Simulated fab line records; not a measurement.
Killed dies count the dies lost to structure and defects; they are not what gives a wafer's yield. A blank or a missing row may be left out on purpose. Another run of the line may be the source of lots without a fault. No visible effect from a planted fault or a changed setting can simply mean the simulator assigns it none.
What tool caused it?	flow n5-finfet	23 lots with 69 wafers sampled at 6 steps, on a route of 1938 steps

## WHAT THE GAUGES SHOWED, per wafer
N5_BEOL_M0_SAQP_THK_MEAS_05.
lot	measured	on	thk-nm (nm)
L074	day 5 13:10	film-metro-02	59.2 59.8 61.1
L075	day 5 17:35	film-metro-02	59.7 61.3 60.4
L077	day 6 06:31	film-metro-02	60.2 60.4 61.4
L078	day 6 12:26	film-metro-01	60.4 60.3 61.3
L079	day 6 20:32	film-metro-01	59.2 60.2 60.0
L081	day 7 04:32	film-metro-01	58.7 58.9 60.6
L080	day 7 07:25	film-metro-02	61.3 60.1 62.1
L082	day 7 15:19	film-metro-02	58.7 59.8 60.0
L083	day 7 17:23	film-metro-01	59.3 59.0 59.8
L084	day 7 23:57	film-metro-01	59.4 60.0 60.3
L085	day 8 07:23	film-metro-02	58.9 59.9 60.7
L086	day 8 11:21	film-metro-01	60.8 61.8 60.9
L087	day 8 19:14	film-metro-01	58.1 59.2 58.0
L088	day 8 22:43	film-metro-02	57.8 59.1 59.2
L089	day 9 03:41	film-metro-01	59.8 60.4 60.2
L090	day 9 06:47	film-metro-01	60.5 60.4 61.2
L091	day 9 14:16	film-metro-01	58.4 59.4 59.2
L092	day 9 19:06	film-metro-02	59.7 61.1 59.3
L093	day 10 03:12	film-metro-01	58.4 59.7 60.4
L094	day 10 07:40	film-metro-01	57.5 58.6 60.1
L095	day 10 11:29	film-metro-01	59.1 60.9 60.6
L096	day 10 23:26	film-metro-01	59.0 60.3 59.5
L097	day 11 08:34	film-metro-01	58.5 57.3 59.3

N5_BEOL_M0_SAQP_CD_MEAS_40 targets a cd of 30 nm.
lot	measured	on	cd-nm (nm)
L074	day 5 18:02	cd-sem-02	29.89 29.94 29.99
L075	day 5 22:02	cd-sem-01	29.51 29.97 29.84
L077	day 6 11:04	cd-sem-01	30.06 29.80 29.55
L078	day 6 17:54	cd-sem-03	30.11 30.10 29.92
L079	day 7 01:46	cd-sem-02	30.03 30.29 29.75
L081	day 7 09:46	cd-sem-03	30.18 30.24 30.22
L080	day 7 12:02	cd-sem-02	29.81 30.05 30.13
L082	day 7 19:49	cd-sem-03	30.00 30.19 29.95
L083	day 7 22:14	cd-sem-02	30.12 29.90 29.62
L084	day 8 04:42	cd-sem-02	29.92 30.12 30.36
L085	day 8 12:25	cd-sem-01	29.97 29.19 30.06
L086	day 8 20:23	cd-sem-02	30.26 29.85 30.34
L087	day 9 02:06	cd-sem-03	29.98 29.97 29.90
L088	day 9 03:12	cd-sem-03	30.00 29.28 29.70
L089	day 9 08:20	cd-sem-03	29.86 30.59 30.19
L090	day 9 11:05	cd-sem-03	29.67 29.77 30.23
L091	day 9 18:44	cd-sem-02	29.82 30.10 30.19
L092	day 10 00:30	cd-sem-01	30.07 30.10 30.26
L093	day 10 07:47	cd-sem-01	29.94 30.31 30.08
L094	day 10 12:04	cd-sem-02	30.14 29.98 30.21
L095	day 10 16:10	cd-sem-02	29.48 30.01 30.06
L096	day 11 04:58	cd-sem-01	29.91 29.94 30.02
L097	day 11 14:02	cd-sem-03	30.07 29.88 29.86

## EACH LOT AND THE TOOL THAT RAN IT (in order: tool; ch and the chambers of the sampled wafers; start)
lot	N5_MOL_CONTACT_COAG_ETCHBACK_134	N5_BEOL_M0_SAQP_HM_OPEN_112	N5_BEOL_M0_SAQP_ETCH_102	N5_BEOL_M0_SAQP_STRIP_108
L074	rie-diel-01 ch 0,1,2, day 5 06:46	rie-diel-05 ch 1,2,3, day 5 14:09	rie-si-02 ch 0,2,3, day 5 15:52	rie-diel-03 ch 0,3, day 5 16:37
L075	rie-diel-01 ch 1,2,3, day 5 10:41	rie-diel-05 ch 1,2, day 5 18:20	rie-si-05 ch 0,1, day 5 19:54	rie-diel-03 ch 0,2,3, day 5 20:47
L077	rie-diel-01 ch 0,1, day 6 00:19	rie-diel-03 ch 0,3, day 6 07:17	rie-si-02 ch 0,1,2, day 6 09:01	rie-diel-02 ch 0,1, day 6 09:41
L078	rie-diel-06 ch 1,2,3, day 6 06:00	rie-diel-02 ch 0,1,2, day 6 13:12	rie-si-02 ch 0,1,2, day 6 14:43	rie-diel-03 ch 1,2, day 6 15:28
L079	rie-diel-06 ch 1,2,3, day 6 15:28	rie-diel-05 ch 0,2, day 6 21:51	rie-si-01 ch 1,2,3, day 6 23:44	rie-diel-03 ch 0,3, day 7 00:24
L081	rie-diel-04 ch 0,1, day 6 22:04	rie-diel-05 ch 1,2, day 7 05:17	rie-si-05 ch 0,2,3, day 7 07:07	rie-diel-03 ch 1,3, day 7 07:47
L080	rie-diel-01 ch 0,1,2, day 6 22:16	rie-diel-02 ch 0,1, day 7 08:11	rie-si-01 ch 0,3, day 7 10:05	rie-diel-02 ch 0,3, day 7 10:45
L082	rie-diel-01 ch 0,1, day 7 09:17	rie-diel-03 ch 1,2,3, day 7 15:58	rie-si-02 ch 1,3, day 7 17:46	rie-diel-03 ch 1,2, day 7 18:25
L083	rie-diel-01 ch 1,2,3, day 7 09:59	rie-diel-05 ch 1,3, day 7 18:11	rie-si-02 ch 2,3, day 7 19:42	rie-diel-05 ch 0,1,2, day 7 20:22
L084	rie-diel-06 ch 1,3, day 7 16:58	rie-diel-02 ch 0,2, day 8 01:00	rie-si-02 ch 0,3, day 8 02:39	rie-diel-03 ch 0,2,3, day 8 03:19
L085	rie-diel-01 ch 1,2, day 8 01:47	rie-diel-03 ch 0,1,2, day 8 08:02	rie-si-05 ch 1,2, day 8 10:11	rie-diel-03 ch 1,3, day 8 11:02
L086	rie-diel-06 ch 0,3, day 8 05:33	rie-diel-03 ch 1,2, day 8 12:08	rie-si-02 ch 0,1,3, day 8 16:32	rie-diel-03 ch 0,1,3, day 8 17:55
L087	rie-diel-04 ch 1,2,3, day 8 12:58	rie-diel-05 ch 2,3, day 8 20:01	rie-si-01 ch 1,2,3, day 8 23:41	rie-diel-03 ch 0,1,3, day 9 00:21
L088	rie-diel-04 ch 0,3, day 8 17:07	rie-diel-05 ch 1,2,3, day 8 23:38	rie-si-02 ch 1,3, day 9 01:17	rie-diel-03 ch 0,3, day 9 01:56
L089	rie-diel-01 ch 0,1, day 8 22:30	rie-diel-02 ch 0,1,2, day 9 04:20	rie-si-05 ch 2,3, day 9 06:02	rie-diel-02 ch 0,1,3, day 9 06:54
L090	rie-diel-04 ch 0,2,3, day 9 01:32	rie-diel-05 ch 0,1,3, day 9 07:30	rie-si-02 ch 1,2,3, day 9 09:01	rie-diel-02 ch 0,1,2, day 9 09:40
L091	rie-diel-06 ch 0,3, day 9 08:08	rie-diel-05 ch 2,3, day 9 15:08	rie-si-01 ch 1,2,3, day 9 16:38	rie-diel-05 ch 0,3, day 9 17:19
L092	rie-diel-06 ch 0,3, day 9 13:35	rie-diel-05 ch 1,2,3, day 9 19:46	rie-si-05 ch 1,2,3, day 9 21:17	rie-diel-02 ch 0,1,3, day 9 21:56
L093	rie-diel-06 ch 0,2, day 9 21:34	rie-diel-02 ch 1,2,3, day 10 03:58	rie-si-02 ch 0,1,2, day 10 05:41	rie-diel-05 ch 0,1,3, day 10 06:21
L094	rie-diel-01 ch 0,2,3, day 10 00:14	rie-diel-02 ch 1,2,3, day 10 08:27	rie-si-01 ch 0,1,3, day 10 10:09	rie-diel-02 ch 0,1,3, day 10 10:49
L095	rie-diel-01 ch 0,1,2, day 10 06:17	rie-diel-02 ch 0,1,3, day 10 12:16	rie-si-05 ch 2,3, day 10 13:47	rie-diel-03 ch 2,3, day 10 14:27
L096	rie-diel-06 ch 0,2,3, day 10 16:54	rie-diel-03 ch 0,1,3, day 11 00:12	rie-si-02 ch 0,1,3, day 11 02:52	rie-diel-03 ch 1,2,3, day 11 03:32
L097	rie-diel-01 ch 0,3, day 11 01:39	rie-diel-05 ch 1,3, day 11 09:20	rie-si-01 ch 0,1, day 11 11:21	rie-diel-03 ch 0,1,2, day 11 12:12
- N5_MOL_CONTACT_COAG_ETCHBACK_134: etches SiO2 in CHF3, target depth 10 nm, time 6.7 s.
- N5_BEOL_M0_SAQP_HM_OPEN_112: chemistry CHF3/O2, target SiO2, stops on a-Si, target depth 12 nm, time 13.5 s.
- N5_BEOL_M0_SAQP_ETCH_102: etches SiO2 in CF4, target depth 4 nm, time 4.4 s.
- N5_BEOL_M0_SAQP_STRIP_108: strips in N2/H2.

## AS READ BY THE TOOLS THEMSELVES (means over the sampled wafers that have a number; for cases with no such wafer, the mark the record gives instead)
N5_MOL_CONTACT_COAG_ETCHBACK_134.
lot	tool	drypump-motor-current-A (A)	oes-product-au (a.u.)	rf-vpp-V (V)	showerhead-plenum-p-Torr (Torr)	throttle-valve-pct (%)
L074	rie-diel-01	5.52	0.79	521	2.39	18.89
L075	rie-diel-01	5.63	0.77	531	2.38	18.97
L077	rie-diel-01	5.41	0.80	528	2.44	18.79
L078	rie-diel-06	5.87	0.79	516	2.43	18.82
L079	rie-diel-06	5.89	0.80	516	2.43	18.82
L081	rie-diel-04	5.68	0.77	541	2.39	18.55
L080	rie-diel-01	5.51	0.77	522	2.38	18.91
L082	rie-diel-01	5.41	0.78	528	2.43	18.79
L083	rie-diel-01	5.66	0.75	531	2.37	18.99
L084	rie-diel-06	6.01	0.78	507	2.42	18.73
L085	rie-diel-01	5.77	0.69	524	2.33	19.20
L086	rie-diel-06	5.69	0.83	540	2.35	18.35
L087	rie-diel-04	5.69	0.74	524	2.39	18.62
L088	rie-diel-04	6.18	0.82	533	2.36	18.58
L089	rie-diel-01	5.42	0.78	530	2.43	18.82
L090	rie-diel-04	5.94	0.78	525	2.40	18.54
L091	rie-diel-06	5.72	0.82	541	2.35	18.38
L092	rie-diel-06	5.76	0.82	540	2.34	18.38
L093	rie-diel-06	5.63	0.82	538	2.38	18.73
L094	rie-diel-01	5.48	0.89	524	2.45	18.75
L095	rie-diel-01	5.51	0.84	524	2.46	18.83
L096	rie-diel-06	5.77	0.80	530	2.37	18.63
L097	rie-diel-01	5.26	0.83	519	2.39	18.61

N5_BEOL_M0_SAQP_HM_OPEN_112.
lot	tool	drypump-motor-current-A (A)	oes-product-au (a.u.)	rf-vpp-V (V)	showerhead-plenum-p-Torr (Torr)	throttle-valve-pct (%)
L074	rie-diel-05	6.0	0.53	515	2.43	18.72
L075	rie-diel-05	5.8	0.51	512	2.47	18.57
L077	rie-diel-03	5.7	0.56	532	2.37	18.65
L078	rie-diel-02	5.8	0.53	532	2.37	18.64
L079	rie-diel-05	5.9	0.52	517	2.41	18.64
L081	rie-diel-05	5.8	0.51	511	2.47	18.58
L080	rie-diel-02	5.5	0.56	538	2.36	18.47
L082	rie-diel-03	5.7	0.54	526	2.45	18.64
L083	rie-diel-05	6.1	0.52	522	2.41	18.92
L084	rie-diel-02	6.1	0.50	531	2.39	18.74
L085	rie-diel-03	5.2	0.53	533	2.43	18.75
L086	rie-diel-03	5.5	0.51	526	2.47	18.80
L087	rie-diel-05	6.2	0.53	520	2.38	18.92
L088	rie-diel-05	6.0	0.52	515	2.42	18.75
L089	rie-diel-02	5.9	0.51	531	2.36	18.68
L090	rie-diel-05	6.0	0.49	525	2.41	18.87
L091	rie-diel-05	6.1	0.53	514	2.40	18.76
L092	rie-diel-05	6.0	0.51	516	2.42	18.77
L093	rie-diel-02	5.9	0.49	529	2.36	18.85
L094	rie-diel-02	5.8	0.49	530	2.36	18.85
L095	rie-diel-02	5.5	0.52	537	2.35	18.67
L096	rie-diel-03	5.6	0.54	532	2.40	18.63
L097	rie-diel-05	5.9	0.49	516	2.44	18.82

N5_BEOL_M0_SAQP_ETCH_102.
lot	tool	drypump-motor-current-A (A)	oes-product-au (a.u.)	throttle-valve-pct (%)
L074	rie-si-02	5.3	1.014	21.53
L075	rie-si-05	5.5	0.989	21.57
L077	rie-si-02	5.3	0.993	21.52
L078	rie-si-02	5.3	0.993	21.52
L079	rie-si-01	5.8	0.992	21.89
L081	rie-si-05	5.8	0.985	21.81
L080	rie-si-01	6.1	0.989	21.79
L082	rie-si-02	5.2	0.989	21.50
L083	rie-si-02	5.5	1.002	21.55
L084	rie-si-02	5.1	1.008	21.50
L085	rie-si-05	5.4	0.970	21.83
L086	rie-si-02	5.2	1.002	21.50
L087	rie-si-01	5.9	0.995	21.89
L088	rie-si-02	5.2	1.011	21.50
L089	rie-si-05	5.9	0.979	22.02
L090	rie-si-02	5.3	1.002	21.52
L091	rie-si-01	5.9	0.998	21.90
L092	rie-si-05	5.6	0.990	21.87
L093	rie-si-02	5.3	1.003	21.52
L094	rie-si-01	6.1	1.003	21.64
L095	rie-si-05	5.8	0.987	21.90
L096	rie-si-02	5.2	1.004	21.50
L097	rie-si-01	5.9	1.004	21.36

N5_BEOL_M0_SAQP_STRIP_108.
lot	tool	drypump-motor-current-A (A)	h2-flow-sccm (sccm)	oes-product-au (a.u.)	power-w (W)	rf-vpp-V (V)	showerhead-plenum-p-Torr (Torr)	throttle-valve-pct (%)
L074	rie-diel-03	6.2	300.8	0.85	500.7	121.0	3.36	18.98
L075	rie-diel-03	5.9	300.2	0.80	499.5	122.7	3.38	18.93
L077	rie-diel-02	5.5	300.3	0.87	500.9	120.5	3.30	18.83
L078	rie-diel-03	5.1	299.3	0.87	500.6	122.4	3.45	18.72
L079	rie-diel-03	6.2	300.3	0.85	499.6	121.5	3.36	19.00
L081	rie-diel-03	6.0	300.7	0.86	499.1	122.1	3.42	18.92
L080	rie-diel-02	5.4	300.3	0.85	500.3	120.9	3.34	18.94
L082	rie-diel-03	5.4	299.7	0.77	501.3	123.1	3.44	18.79
L083	rie-diel-05	5.8	300.4	0.76	499.3	122.4	3.38	18.73
L084	rie-diel-03	5.9	300.4	0.79	500.1	121.4	3.37	18.94
L085	rie-diel-03	5.4	300.9	0.88	500.6	121.2	3.42	18.79
L086	rie-diel-03	5.6	299.9	0.86	499.4	122.6	3.37	18.89
L087	rie-diel-03	5.6	299.8	0.85	500.7	121.5	3.37	18.89
L088	rie-diel-03	6.2	300.9	0.82	500.0	121.7	3.35	19.03
L089	rie-diel-02	5.5	300.1	0.80	500.7	121.6	3.31	19.17
L090	rie-diel-02	5.8	300.2	0.79	500.7	121.2	3.29	18.97
L091	rie-diel-05	6.0	301.5	0.75	498.1	121.3	3.30	19.36
L092	rie-diel-02	5.5	301.1	0.81	499.0	121.7	3.31	19.18
L093	rie-diel-05	6.0	299.6	0.75	499.2	121.6	3.34	19.12
L094	rie-diel-02	5.5	300.2	0.79	499.7	120.6	3.31	19.17
L095	rie-diel-03	6.1	300.3	0.73	499.9	122.7	3.41	18.95
L096	rie-diel-03	5.7	299.8	0.79	499.3	122.5	3.41	18.90
L097	rie-diel-03	5.3	300.3	0.79	500.8	121.6	3.37	18.86

## THE ANSWER, worked out from the rows above alone
Rule: the usual values come from the lots themselves. The widest of any qualifying gaps counts: lots, ordered by their means at a reading, are off when they make up no more than a third of the lots, leave a main group of 4 or more, and stand apart from it by 3 or more times the standard deviation of that group's means. If all means in a main group match to the digits the tables above print for the reading, that group is not used. A lot without any number at a reading at which 4 lots or more have one is off too. Where the step has rows for the other lots, those lots are counted as sound. First the gauges in route order, then the tools' own readings, where a lot's mean is used as printed above. The first step at which some lot is off is used, and at that step the reading that is off furthest; a lot without a number counts as furthest.
No lot is off at any reading shown: from this, nothing can be told.

## WHAT THE SIMULATOR PUT IN
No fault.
